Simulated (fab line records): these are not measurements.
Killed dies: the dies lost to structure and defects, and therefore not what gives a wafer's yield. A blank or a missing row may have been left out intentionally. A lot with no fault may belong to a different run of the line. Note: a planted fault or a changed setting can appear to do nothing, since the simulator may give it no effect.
The tool behind it: which one?	flow n5_finfet	11 lots, 33 wafers sampled, at 5 steps of a route of 1938

## WHAT EACH GAUGE READ, for each wafer
Not one reading of a measure or inspect step in the record can be checked against a usual standard deviation.

## WHAT TOOL EACH LOT RAN ON (gives the tool, then ch and the chambers of the sampled wafers, and finally the start)
lot	N5_BEOL_M14_PRECLEAN_39	N5_MIM_TOP_LITHO_DESCUM_10	N5_MIM_TOP_ETCH_PECVD_03	N5_PASSIVATION_STRIP_34	N5_PASSIVATION_PROBE_49
L256	wet_bench-05 ch 0,3,5, day 12 07:40	rie_diel-04 ch 0,3, day 12 17:43	pecvd-03 ch 1,2, day 12 18:01	rie_diel-05 ch 0,1,3, day 13 00:04	-
L257	wet_bench-05 ch 0,1,5, day 13 04:02	rie_diel-02 ch 0,1,2, day 13 14:26	pecvd-02 ch 1,2, day 13 14:56	rie_diel-02 ch 0,1, day 13 20:57	-
L259	wet_bench-06 ch 2,5,6, day 13 18:52	rie_diel-05 ch 2,3, day 14 05:47	pecvd-02 ch 0,2, day 14 06:13	rie_diel-05 ch 0,1,3, day 14 12:55	-
L260	wet_bench-05 ch 0,6,7, day 14 06:32	rie_diel-05 ch 1,2,3, day 14 15:48	pecvd-01 ch 0,1,2, day 14 16:07	rie_diel-04 ch 0,1,3, day 14 20:52	-
L266	wet_bench-06 ch 1,6,7, day 17 15:19	rie_diel-04 ch 1,2,3, day 18 02:47	pecvd-02 ch 0,1,2, day 18 03:04	rie_diel-05 ch 0,1,2, day 18 09:14	prober-02, day 18 14:02
L267	wet_bench-03 ch 4,5,6, day 18 07:02	rie_diel-02 ch 2,3, day 18 17:38	pecvd-02 ch 0,2, day 18 17:56	rie_diel-05 ch 1,2,3, day 18 22:40	-
L272	wet_bench-03 ch 1,2,4, day 18 18:03	rie_diel-05 ch 2,3, day 19 09:18	pecvd-01 ch 1,2, day 19 09:36	rie_diel-05 ch 0,1, day 19 15:31	-
L277	wet_bench-03 ch 0,3,4, day 19 23:56	rie_diel-05 ch 0,1,3, day 20 09:41	pecvd-02 ch 0,1,2, day 20 10:00	rie_diel-04 ch 0,1, day 20 15:18	-
L273	wet_bench-03 ch 5,6,7, day 20 07:54	rie_diel-05 ch 0,1,2, day 20 18:54	pecvd-02 ch 0,1,2, day 20 19:16	rie_diel-02 ch 0,1,2, day 21 01:21	-
L276	wet_bench-03 ch 0,4,5, day 21 06:14	rie_diel-04 ch 0,3, day 21 19:04	pecvd-03 ch 0,1, day 21 19:22	rie_diel-05 ch 0,2, day 22 00:37	-
L278	wet_bench-03 ch 1,2,7, day 21 09:32	rie_diel-05 ch 0,1,2, day 21 21:19	pecvd-02 ch 0,1,2, day 21 21:38	rie_diel-05 ch 0,1,2, day 22 03:07	-
- N5_BEOL_M14_PRECLEAN_39: cleans in residue remover, time 60 s.
- N5_MIM_TOP_LITHO_DESCUM_10: chemistry O2, time 7.9 s.
- N5_MIM_TOP_ETCH_PECVD_03: deposits SiNx from SiH4/NH3/N2, target thk 20 nm, time 17.6 s.
- N5_PASSIVATION_STRIP_34: strips in O2.
- N5_PASSIVATION_PROBE_49

## AS READ BY THE TOOLS THEMSELVES (means over the sampled wafers that have a number; for cases with no such wafer, the mark the record gives instead)
N5_MIM_TOP_LITHO_DESCUM_10. Usual: drypump_motor_current_A 5.7 A, standard deviation 0.46; oes_product_au 0.83 a.u., standard deviation 0.076; rf_fwd_power_W 49.69 W, standard deviation 0.2; rf_vpp_V 243.7 V, standard deviation 1.3; showerhead_plenum_p_Torr 2.12 Torr, standard deviation 0.069; throttle_valve_pct 20.42 %, standard deviation 0.17.
lot	tool	drypump_motor_current_A (A)	oes_product_au (a.u.)	rf_fwd_power_W (W)	rf_vpp_V (V)	showerhead_plenum_p_Torr (Torr)	throttle_valve_pct (%)	flag
L256	rie_diel-04	5.4	0.93	49.62	244.3	2.17	20.31	
L257	rie_diel-02	5.6	0.72	49.65	243.5	2.11	20.49	
L259	rie_diel-05	6.0	0.85	49.61	244.0	2.15	20.50	
L260	rie_diel-05	5.9	0.83	49.69	244.5	2.17	20.44	
L266	rie_diel-04	5.3	0.86	49.50	243.0	2.06	20.39	
L267	rie_diel-02	5.6	0.72	49.67	242.1	2.04	20.70	
L272	rie_diel-05	6.1	0.89	49.56	243.9	2.14	20.42	
L277	rie_diel-05	6.1	0.85	49.80	244.5	2.16	20.36	
L273	rie_diel-05	5.8	0.83	49.61	245.2	2.15	20.42	
L276	rie_diel-04	5.4	0.82	49.61	243.6	2.14	20.41	
L278	rie_diel-05	5.8	0.81	49.59	244.4	2.14	20.44	

N5_MIM_TOP_ETCH_PECVD_03. Usual: heater_power_w 750 W, standard deviation 71; rf_fwd_power_W 297.1 W, standard deviation 1.4; showerhead_plenum_p_Torr 5.12 Torr, standard deviation 0.052; throttle_valve_pct 40.0 %, standard deviation 1.5.
lot	tool	heater_power_w (W)	rf_fwd_power_W (W)	showerhead_plenum_p_Torr (Torr)	throttle_valve_pct (%)	flag
L256	pecvd-03	762	296.8	5.07	38.4	
L257	pecvd-02	665	298.1	5.11	39.0	
L259	pecvd-02	711	295.6	5.10	39.9	
L260	pecvd-01	771	297.5	5.16	40.3	
L266	pecvd-02	761	297.5	5.13	39.7	
L267	pecvd-02	789	295.7	5.11	40.0	
L272	pecvd-01	771	297.5	5.19	39.1	
L277	pecvd-02	702	297.1	5.13	39.9	
L273	pecvd-02	755	297.6	5.12	39.9	
L276	pecvd-03	783	296.5	5.05	41.0	
L278	pecvd-02	716	296.8	5.13	39.8	

N5_PASSIVATION_STRIP_34. Usual: drypump_motor_current_A 5.7 A, standard deviation 0.39; oes_product_au 0.81 a.u., standard deviation 0.082; rf_vpp_V 3.7 V, standard deviation 1.4; showerhead_plenum_p_Torr 2.12 Torr, standard deviation 0.078; throttle_valve_pct 16.69 %, standard deviation 0.2.
lot	tool	drypump_motor_current_A (A)	oes_product_au (a.u.)	rf_vpp_V (V)	showerhead_plenum_p_Torr (Torr)	throttle_valve_pct (%)	flag
L256	rie_diel-05	6.1	0.81	4.4	2.18	16.67	
L257	rie_diel-02	5.7	0.70	3.0	2.11	16.76	
L259	rie_diel-05	6.1	0.79	3.3	2.17	16.67	
L260	rie_diel-04	5.6	0.88	3.8	2.13	16.63	
L266	rie_diel-05	5.8	0.85	5.0	2.16	16.60	
L267	rie_diel-05	5.9	0.89	4.6	2.17	16.55	
L272	rie_diel-05	6.0	0.82	3.1	2.15	16.62	
L277	rie_diel-04	5.9	0.81	5.6	2.14	16.70	
L273	rie_diel-02	5.6	0.84	2.3	2.18	16.54	
L276	rie_diel-05	6.1	0.80	3.6	2.11	16.76	
L278	rie_diel-05	5.8	0.80	4.5	2.15	16.69	

N5_PASSIVATION_PROBE_49. Usual: defect_limited_yield 91.4 %, standard deviation 1.2; killed_at_M0_to_M3 34, standard deviation 10; killed_at_M4_up 14, standard deviation 5.1; killed_at_contacts 12, standard deviation 6.4; killed_at_front_end 38, standard deviation 9.3; killed_at_other 4, standard deviation 3; killed_dies 102, standard deviation 15; killed_open 67, standard deviation 12; killed_short 33, standard deviation 6.9; sort_bin_5_function 5.0 %, standard deviation 0.86; sort_bin_6_memory 3.2 %, standard deviation 0.58; sort_n_pass 1078, standard deviation 15; sort_yield_pct 91.4 %, standard deviation 1.2.
lot	tool	defect_limited_yield (%)	killed_at_M0_to_M3	killed_at_M4_up	killed_at_contacts	killed_at_front_end	killed_at_other	killed_dies	killed_open	killed_short	sort_bin_5_function (%)	sort_bin_6_memory (%)	sort_n_pass	sort_yield_pct (%)	flag
L266	prober-02	83.1	33	120	8	35	3	199	59	31	10.9	4.1	981	83.1	OFF

## THE ANSWER, worked out from the rows above alone
Rule: lot off if the mean of its wafers having a number is beyond 3 standard deviations from the usual mean. Also off: a lot with no number at a reading for which 4 or more lots have one. Where the step has rows for the other lots, those lots are counted as sound. The gauges are gone through in route order, then the tools' own readings, and for those a lot's mean is taken as printed above. At the first step where some lot is off, the reading lying furthest off is the one used; lots without a number count as furthest.
Off: L266, at N5_PASSIVATION_PROBE_49 (killed_at_M4_up). Neither off nor sound, because the step has no rows for them: L256, L257, L259, L260, L267, L272, L277, L273, L276, L278.
A tool fits if, at that step or a process step before it, it ran every lot that is off, and no sound lot after the first of them. Can't be told from this: 5 tools fit, wet_bench-06 at N5_BEOL_M14_PRECLEAN_39, rie_diel-04 at N5_MIM_TOP_LITHO_DESCUM_10, pecvd-02 at N5_MIM_TOP_ETCH_PECVD_03, rie_diel-05 at N5_PASSIVATION_STRIP_34, prober-02 at N5_PASSIVATION_PROBE_49.

## WHAT THE SIMULATOR HAD PUT IN
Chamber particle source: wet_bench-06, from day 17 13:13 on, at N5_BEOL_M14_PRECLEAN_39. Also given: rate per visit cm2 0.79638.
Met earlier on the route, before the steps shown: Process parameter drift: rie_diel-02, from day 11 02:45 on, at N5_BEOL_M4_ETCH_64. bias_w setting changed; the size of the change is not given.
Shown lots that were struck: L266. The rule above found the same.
